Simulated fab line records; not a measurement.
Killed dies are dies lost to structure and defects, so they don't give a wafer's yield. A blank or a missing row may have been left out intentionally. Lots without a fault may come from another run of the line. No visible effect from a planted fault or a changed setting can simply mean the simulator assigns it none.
Matching of chambers || flow n5Finfet || 4 sister chambers for N5_BEOL_M1_ALD_98 on aldSin-02
The step deposits SiO2, target thk 2.5 nm, pulse time 1 s, co reactant pulse time 1 s. 16 wafers are shown with their chamber, then 8 later ones without.

WAFERS, EACH WITH ITS CHAMBER
{"wafer": "L074.3", "chamber": 1, "heaterPowerW (W)": 74, "precursorPulseHeightRel": 1.036}
{"wafer": "L074.5", "chamber": 0, "heaterPowerW (W)": 75, "precursorPulseHeightRel": 0.999}
{"wafer": "L074.6", "chamber": 1, "heaterPowerW (W)": 76, "precursorPulseHeightRel": 1.005}
{"wafer": "L076.2", "chamber": 1, "heaterPowerW (W)": 75, "precursorPulseHeightRel": 0.999}
{"wafer": "L076.4", "chamber": 3, "heaterPowerW (W)": 78, "precursorPulseHeightRel": 0.989}
{"wafer": "L076.5", "chamber": 0, "heaterPowerW (W)": 73, "precursorPulseHeightRel": 1.034}
{"wafer": "L077.1", "chamber": 2, "heaterPowerW (W)": 101, "precursorPulseHeightRel": 1.026}
{"wafer": "L077.3", "chamber": 3, "heaterPowerW (W)": 78, "precursorPulseHeightRel": 0.965}
{"wafer": "L077.5", "chamber": 2, "heaterPowerW (W)": 102, "precursorPulseHeightRel": 0.987}
{"wafer": "L080.2", "chamber": 1, "heaterPowerW (W)": 77, "precursorPulseHeightRel": 0.977}
{"wafer": "L080.3", "chamber": 2, "heaterPowerW (W)": 98, "precursorPulseHeightRel": 1.010}
{"wafer": "L080.5", "chamber": 2, "heaterPowerW (W)": 99, "precursorPulseHeightRel": 0.984}
{"wafer": "L085.3", "chamber": 1, "heaterPowerW (W)": 76, "precursorPulseHeightRel": 1.006}
{"wafer": "L085.4", "chamber": 3, "heaterPowerW (W)": 80, "precursorPulseHeightRel": 0.987}
{"wafer": "L085.6", "chamber": 0, "heaterPowerW (W)": 73, "precursorPulseHeightRel": 0.983}
{"wafer": "L086.2", "chamber": 3, "heaterPowerW (W)": 79, "precursorPulseHeightRel": 0.991}

SIGNATURES (means of the wafers above)
{"reading": "heaterPowerW", "chamber 0": 73.67, "chamber 1": 75.60, "chamber 2": 100.00, "chamber 3": 78.75, "scatter within a chamber": 1.31}
{"reading": "precursorPulseHeightRel", "chamber 0": 1.00533, "chamber 1": 1.00460, "chamber 2": 1.00175, "chamber 3": 0.98300, "scatter within a chamber": 0.0199}
Rule: a wafer lies at a distance from a chamber equal to the root of the sum of squares, over the readings, of (its reading less the chamber's mean, divided by the reading's scatter). If the next closest chamber is less than 2 further off than the closest, the wafer can't be placed; otherwise it belongs to the closest. How the scatter is found: for the shown wafers, subtract from each reading the mean of its chamber, square and add these, divide the total by (wafers less chambers), then take the root.

WAFERS WITHOUT THEIR CHAMBER
{"wafer": "L086.4", "heaterPowerW (W)": 75, "precursorPulseHeightRel": 0.985}
{"wafer": "L086.5", "heaterPowerW (W)": 104, "precursorPulseHeightRel": 0.995}
{"wafer": "L091.1", "heaterPowerW (W)": 81, "precursorPulseHeightRel": 1.016}
{"wafer": "L091.2", "heaterPowerW (W)": 100, "precursorPulseHeightRel": 1.006}
{"wafer": "L091.3", "heaterPowerW (W)": 77, "precursorPulseHeightRel": 0.988}
{"wafer": "L094.1", "heaterPowerW (W)": 75, "precursorPulseHeightRel": 0.971}
{"wafer": "L094.2", "heaterPowerW (W)": 80, "precursorPulseHeightRel": 1.012}
{"wafer": "L094.6", "heaterPowerW (W)": 79, "precursorPulseHeightRel": 1.001}

CHAMBER TAKEN BY EACH
{"wafer": "L086.4", "from the rows above": "can't be placed: 1 or 0 or 3", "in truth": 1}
{"wafer": "L086.5", "from the rows above": 2, "in truth": 2}
{"wafer": "L091.1", "from the rows above": "can't be placed: 3 or 1", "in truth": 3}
{"wafer": "L091.2", "from the rows above": 2, "in truth": 2}
{"wafer": "L091.3", "from the rows above": "can't be placed: 1 or 3 or 0", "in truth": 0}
{"wafer": "L094.1", "from the rows above": "can't be placed: 1 or 0 or 3", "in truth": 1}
{"wafer": "L094.2", "from the rows above": "can't be placed: 3 or 1", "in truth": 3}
{"wafer": "L094.6", "from the rows above": "can't be placed: 3 or 1", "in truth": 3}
2 of 8 placed correctly. Not placeable from these rows: 6 (in 6, the candidates include the true chamber). Wrongly placed: 0.
